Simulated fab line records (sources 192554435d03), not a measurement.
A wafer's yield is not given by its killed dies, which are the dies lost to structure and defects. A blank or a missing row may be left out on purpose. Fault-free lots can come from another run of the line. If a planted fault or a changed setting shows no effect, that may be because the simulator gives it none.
The tool behind it: which one?    flow n5_finfet    27 wafers from 9 lots sampled at 5 of the route's 1938 steps

WHAT EACH GAUGE READ, for each wafer
N5_BEOL_M4_RC_MEAS_101. Usual: DIBL_N 35.8 mV/V, standard deviation 1.8; DIBL_P 35.6 mV/V, standard deviation 2; IOFF_N 0.148 nA/um, standard deviation 0.028; IOFF_P 0.20 nA/um, standard deviation 0.034; ION_N 672 uA/um, standard deviation 12; ION_P 462 uA/um, standard deviation 8.5; RC_DENSE_N 19.0 ohm.um, standard deviation 0.52; RC_DENSE_P 23.8 ohm.um, standard deviation 0.64; RC_N 15.5 ohm.um, standard deviation 0.41; RC_P 19.4 ohm.um, standard deviation 0.5; REXT_N 75.5 ohm.um, standard deviation 1.9; REXT_P 100.4 ohm.um, standard deviation 2.1; SS_N 71.2 mV/dec, standard deviation 0.65; SS_P 73.1 mV/dec, standard deviation 0.67; VT_N 251 mV, standard deviation 3.3; VT_P -251 mV, standard deviation 3.8.
lot   measured      on         DIBL_N (mV/V)   DIBL_P (mV/V)   IOFF_N (nA/um)     IOFF_P (nA/um)  ION_N (uA/um)  ION_P (uA/um)  RC_DENSE_N (ohm.um)  RC_DENSE_P (ohm.um)  RC_N (ohm.um)   RC_P (ohm.um)   REXT_N (ohm.um)  REXT_P (ohm.um)    SS_N (mV/dec)   SS_P (mV/dec)   VT_N (mV)    VT_P (mV)       flag
L894  day 9 10:25   prober-01  38.1 37.8 37.9  36.8 36.6 36.3  0.191 0.178 0.174  0.26 0.26 0.23  670 664 663    468 463 456    40.4 40.0 40.3       50.1 50.8 50.2       32.6 32.9 32.9  41.3 41.1 41.0  91.9 93.3 92.6   119.1 120.3 119.8  71.9 71.9 71.4  72.9 73.2 73.2  247 247 248  -244 -242 -246  OFF
L895  day 9 12:13   prober-01  33.9 36.2 36.4  31.6 35.5 35.4  0.107 0.157 0.153  0.17 0.23 0.22  632 660 646    447 461 449    39.6 41.8 40.9       49.5 52.5 51.5       32.0 33.7 33.3  40.7 42.7 42.0  89.5 91.1 90.2   118.5 120.3 120.2  70.5 71.4 71.6  72.6 73.2 73.1  255 250 250  -251 -246 -247  OFF
L896  day 10 02:16  prober-02  34.6 35.9 35.2  34.3 35.7 34.7  0.121 0.136 0.137  0.19 0.21 0.19  641 652 656    445 454 456    41.0 41.0 39.3       51.4 50.8 48.9       33.3 33.4 32.0  41.8 41.2 40.2  92.7 91.4 89.1   121.5 120.9 120.0  70.1 71.3 70.8  73.5 72.8 72.4  253 252 250  -249 -247 -249  OFF
L900  day 11 07:08  prober-02  39.7 36.7 38.2  38.6 35.2 37.0  0.244 0.162 0.192  0.31 0.25 0.27  677 668 669    467 468 459    19.1 18.8 18.7       24.2 24.0 23.5       15.6 15.4 15.2  19.7 19.4 19.1  73.9 75.3 75.7   99.7 99.6 98.9     73.2 72.6 72.4  74.3 73.2 74.0  245 252 248  -242 -243 -248  
L902  day 11 22:08  prober-02  32.9 35.7 34.3  33.5 35.7 34.1  0.126 0.171 0.139  0.21 0.24 0.22  676 688 684    472 475 471    18.2 18.3 19.0       23.0 22.9 23.7       14.8 14.9 15.2  18.8 18.8 19.4  74.6 73.1 73.2   99.5 100.3 99.3    70.3 71.7 71.1  73.4 74.5 73.3  251 247 252  -248 -245 -244  
L903  day 11 22:31  prober-01  37.7 34.0 33.2  38.3 33.9 32.5  0.189 0.121 0.106  0.22 0.17 0.14  685 668 656    463 460 452    19.0 18.7 18.7       24.0 23.6 23.6       15.5 15.2 15.3  19.6 19.2 19.4  72.7 74.0 74.7   102.6 101.8 102.6  71.8 71.3 70.4  74.0 72.1 72.6  249 255 255  -252 -254 -257  
L904  day 12 00:12  prober-02  38.4 32.6 36.1  39.2 32.9 37.3  0.153 0.076 0.117  0.18 0.12 0.16  669 626 662    448 430 449    19.3 18.9 19.0       23.9 23.3 23.3       15.8 15.5 15.3  19.2 19.1 19.0  76.9 77.3 76.7   97.9 97.1 96.8     71.5 70.0 70.3  74.0 71.7 73.5  255 266 259  -254 -260 -257  
L907  day 12 19:14  prober-02  36.4 39.3 37.4  33.2 36.0 35.8  0.145 0.208 0.170  0.16 0.19 0.20  671 659 685    454 443 459    18.4 19.0 19.6       23.2 23.7 25.1       15.2 15.4 16.2  19.0 19.6 20.3  77.7 78.7 79.0   101.7 103.4 103.1  71.8 72.7 71.3  73.0 73.9 73.8  253 249 249  -257 -253 -250  
L908  day 13 02:19  prober-01  38.6 37.8 38.0  41.2 39.5 39.9  0.200 0.181 0.183  0.27 0.24 0.25  678 684 682    464 462 472    19.0 18.7 18.7       23.7 23.3 23.7       15.4 15.2 15.3  19.2 19.1 19.3  72.8 72.3 72.9   99.9 100.9 99.0    72.5 71.2 72.0  74.2 73.9 74.1  245 247 250  -247 -249 -247  

WHICH TOOL RAN EACH LOT (tool, then ch and the chambers of the sampled wafers, then the start)
lot   N5_MOL_CONTACT_COAG_ETCH_59        N5_MOL_CONTACT_COAG_IMPLANT_129  N5_MOL_CONTACT_COAG_TI_SIL_19  N5_MOL_CONTACT_COAG_CO_FILL_22
L894  rie_diel-03 ch 0,3, day 6 12:38    implanter-01, day 6 13:05        pvd_sputter-03, day 6 13:29    cvd_co-02 ch 0,2, day 6 16:56
L895  rie_diel-05 ch 0,1,2, day 6 17:22  implanter-02, day 6 17:46        pvd_sputter-03, day 6 19:31    cvd_co-01 ch 0,2, day 6 20:58
L896  rie_diel-06 ch 1,2,3, day 6 22:56  implanter-01, day 6 23:22        pvd_sputter-01, day 6 23:49    cvd_co-02 ch 1,2, day 7 01:22
L900  rie_diel-06 ch 0,1, day 8 00:08    implanter-02 ch 0, day 8 00:31   pvd_sputter-03, day 8 01:55    cvd_co-02 ch 0,2, day 8 03:32
L902  rie_diel-05 ch 0,3, day 8 13:26    implanter-02 ch 0, day 8 13:52   pvd_sputter-02, day 8 14:25    cvd_co-02 ch 1,2, day 8 15:32
L903  rie_diel-06 ch 1,2,3, day 8 16:22  implanter-01 ch 0, day 8 16:45   pvd_sputter-02, day 8 17:30    cvd_co-02 ch 0,1,2, day 8 18:35
L904  rie_diel-06 ch 2,3, day 8 21:47    implanter-02 ch 0, day 8 22:10   pvd_sputter-01, day 8 22:49    cvd_co-02 ch 0,1,2, day 9 00:14
L907  rie_diel-05 ch 0,2,3, day 9 20:31  implanter-02 ch 0, day 9 20:58   pvd_sputter-03, day 9 21:32    cvd_co-02 ch 0,1,2, day 10 00:11
L908  rie_diel-06 ch 1,2,3, day 9 21:35  implanter-02 ch 0, day 9 21:59   pvd_sputter-02, day 9 23:50    cvd_co-02 ch 0,1,2, day 10 01:07
- N5_MOL_CONTACT_COAG_ETCH_59: etches underlayer in N2/H2, target depth 13 nm, time 10.4 s.
- N5_MOL_CONTACT_COAG_IMPLANT_129
- N5_MOL_CONTACT_COAG_TI_SIL_19: material Ti, target thk 4.2 nm, time 15 s.
- N5_MOL_CONTACT_COAG_CO_FILL_22: material Co, precursor CCTBA/H2, target thk 20 nm.

AS READ BY THE TOOLS THEMSELVES (means over the sampled wafers that have a number; for cases with no such wafer, the mark the record gives instead)
N5_MOL_CONTACT_COAG_ETCH_59. Usual: drypump_motor_current_A 5.6 A, standard deviation 0.42; etch_rf_on_time_s 10.33 s, standard deviation 0.25; oes_product_au 0.66 a.u., standard deviation 0.072; rf_vpp_V 523.6 V, standard deviation 2.6; showerhead_plenum_p_Torr 2.53 Torr, standard deviation 0.084; throttle_valve_pct 17.78 %, standard deviation 0.21.
lot   tool         drypump_motor_current_A (A)  etch_rf_on_time_s (s)  oes_product_au (a.u.)  rf_vpp_V (V)  showerhead_plenum_p_Torr (Torr)  throttle_valve_pct (%)  flag
L894  rie_diel-03  5.8                          10.24                  0.76                   522.7         2.48                             17.70                   
L895  rie_diel-05  5.5                          10.28                  0.64                   524.5         2.56                             17.75                   
L896  rie_diel-06  5.8                          10.44                  0.62                   521.1         2.45                             17.69                   
L900  rie_diel-06  5.1                          10.49                  0.62                   525.4         2.59                             17.85                   
L902  rie_diel-05  5.4                          9.99                   0.74                   522.3         2.50                             17.87                   
L903  rie_diel-06  5.9                          10.50                  0.69                   524.5         2.56                             17.57                   
L904  rie_diel-06  5.9                          10.53                  0.74                   525.3         2.62                             17.59                   
L907  rie_diel-05  5.5                          10.14                  0.68                   523.5         2.54                             17.78                   
L908  rie_diel-06  5.8                          10.40                  0.68                   524.5         2.55                             17.60                   

N5_MOL_CONTACT_COAG_IMPLANT_129. Usual: beam_energy_keV 3.0001, standard deviation 0.00093; beam_on_s 35.7 s, standard deviation 1.3; faraday_current_uA 2118, standard deviation 74.
lot   tool          beam_energy_keV  beam_on_s (s)  faraday_current_uA  flag
L894  implanter-01  -                -              -                   OFF
L895  implanter-02  -                -              -                   OFF
L896  implanter-01  -                -              -                   OFF
L900  implanter-02  2.9991           37.3           2025                
L902  implanter-02  3.0004           36.7           2059                
L903  implanter-01  3.0001           34.3           2196                
L904  implanter-02  3.0017           36.9           2048                
L907  implanter-02  2.9994           36.5           2068                
L908  implanter-02  3.0004           36.1           2096                

N5_MOL_CONTACT_COAG_TI_SIL_19. Usual: throttle_valve_pct reads 30.2 % (standard deviation 1.1).
lot   tool            throttle_valve_pct (%)  flag
L894  pvd_sputter-03  30.1                    
L895  pvd_sputter-03  30.2                    
L896  pvd_sputter-01  30.5                    
L900  pvd_sputter-03  30.1                    
L902  pvd_sputter-02  29.9                    
L903  pvd_sputter-02  30.2                    
L904  pvd_sputter-01  31.2                    
L907  pvd_sputter-03  29.5                    
L908  pvd_sputter-02  29.9                    

N5_MOL_CONTACT_COAG_CO_FILL_22. Usual: heater_power_w reads 233 W (standard deviation 9.7).
lot   tool       heater_power_w (W)  flag
L894  cvd_co-02  235                 
L895  cvd_co-01  239                 
L896  cvd_co-02  234                 
L900  cvd_co-02  235                 
L902  cvd_co-02  236                 
L903  cvd_co-02  233                 
L904  cvd_co-02  234                 
L907  cvd_co-02  233                 
L908  cvd_co-02  234                 

THE ANSWER, worked out from the rows above alone
Rule: lot off if the mean of its wafers having a number is beyond 3 standard deviations from the usual mean. Also off: a lot with no number at a reading for which 4 or more lots have one. Any other lot the step has rows for is counted as sound. The gauges are gone through in route order, then the tools' own readings, and for those a lot's mean is taken as printed above. The first step at which some lot is off is used, and at that step the reading that is off furthest; a lot without a number counts as furthest.
Off: L894, L895, L896, seen at N5_BEOL_M4_RC_MEAS_101 (RC_P).
A tool fits if, at a process step before that reading, it ran every lot that is off, and no sound lot after the first of them. The gauges at N5_BEOL_M4_RC_MEAS_101 aren't tried: what is off there is off at N5_MOL_CONTACT_COAG_IMPLANT_129 too, on other tools, and a gauge's error can't cause that. Not one of the candidates tried fits.

WHAT THE SIMULATOR HAD PUT IN
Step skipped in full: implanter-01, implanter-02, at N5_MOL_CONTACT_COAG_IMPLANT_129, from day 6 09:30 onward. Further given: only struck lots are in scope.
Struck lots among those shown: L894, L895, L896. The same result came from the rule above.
